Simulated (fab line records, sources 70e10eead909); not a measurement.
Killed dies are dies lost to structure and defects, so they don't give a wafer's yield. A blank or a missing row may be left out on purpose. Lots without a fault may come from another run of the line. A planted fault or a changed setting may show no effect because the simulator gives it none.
Problem report in the 8D (eight disciplines) form, filled by code | flow nand_harc | the parts of the form that need people (team, actions taken, sign-off) are left out

1. THE PROBLEM
run_length_s at NHARC_A_CHANNEL_HOLE_D1_ETCH_39 reads a mean of 278.0 s on 6 wafers of 2 lots; wafers without a fault read 346.3 s with a standard deviation of 0.3. That is -99 or more standard deviations from the usual mean.
The step: etches the open film in N2/H2, target depth 260 nm, time 325 s.
First seen on wafer L223.4, day 16 10:40, on rie_diel-09. The record holds 33 wafers of 11 lots with a number at this step. Rule for "out", or "out of limits": more than 4 standard deviations from the usual mean. The other wafers with a number count as sound.

2. WHAT IT IS AND WHAT IT IS NOT
question                    | is                     | is not
which readings at this step | run_length_s           | drypump_motor_current_A, oes_product_au, rf_vpp_V, showerhead_plenum_p_Torr, throttle_valve_pct
which lots                  | L223, L226             | L205, L207, L208, L210, L211, L212, L213, L215, L217
which wafers of those lots  | all that have a number | -
read on which tools         | rie_diel-09            | rie_diel-01, rie_diel-13
when                        | from day 16 10:40      | up to then (27 sound wafers)

3. SUSPECTS, AND WHAT RULES EACH OUT
Counting: a tool at a process step up to the reading stays a suspect if it ran every lot that is out and no sound lot after the first of them.
- rie_diel-09 at NHARC_A_CHANNEL_HOLE_D1_ETCH_39 (etches the open film in N2/H2, target depth 260 nm, time 325 s): kept. It ran every lot that is out, first L223 (day 16 10:40), and no sound lot after that; its last sound lot up to then is L215 (day 12 12:40). Its own readings are out on those wafers: run_length_s.
Left after counting: rie_diel-09 at NHARC_A_CHANNEL_HOLE_D1_ETCH_39.

4. THE CAUSE (what the simulator had put in)
Process parameter drift: rie_diel-09, from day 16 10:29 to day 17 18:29, at NHARC_A_CHANNEL_HOLE_D1_ETCH_39. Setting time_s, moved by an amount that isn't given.
Counting left only this tool.

5. THE CHAIN OF EFFECTS, in route order
Each row: a reading whose mean over the struck wafers that have a number lies more than 3 standard deviations from the usual. Only readings for which the record gives a usual standard deviation are gone through. hours: the time from each lot's start at the first step in this table that gives one to its start at this step, as a median over the lots. sigmas: the change in usual standard deviations.
hours | step                            | reading      | usual   | on struck wafers | change | sigmas
0     | NHARC_A_CHANNEL_HOLE_D1_ETCH_39 | run_length_s | 346.3 s | 278.0            | -68.3  | -99 or more
The process steps in it:
- NHARC_A_CHANNEL_HOLE_D1_ETCH_39: etches the open film in N2/H2, target depth 260 nm, time 325 s.

6. WHAT WOULD HAVE CAUGHT IT SOONER
In this record the first reading out of limits was taken at day 16 10:40, 0 hours after the fault began at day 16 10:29.
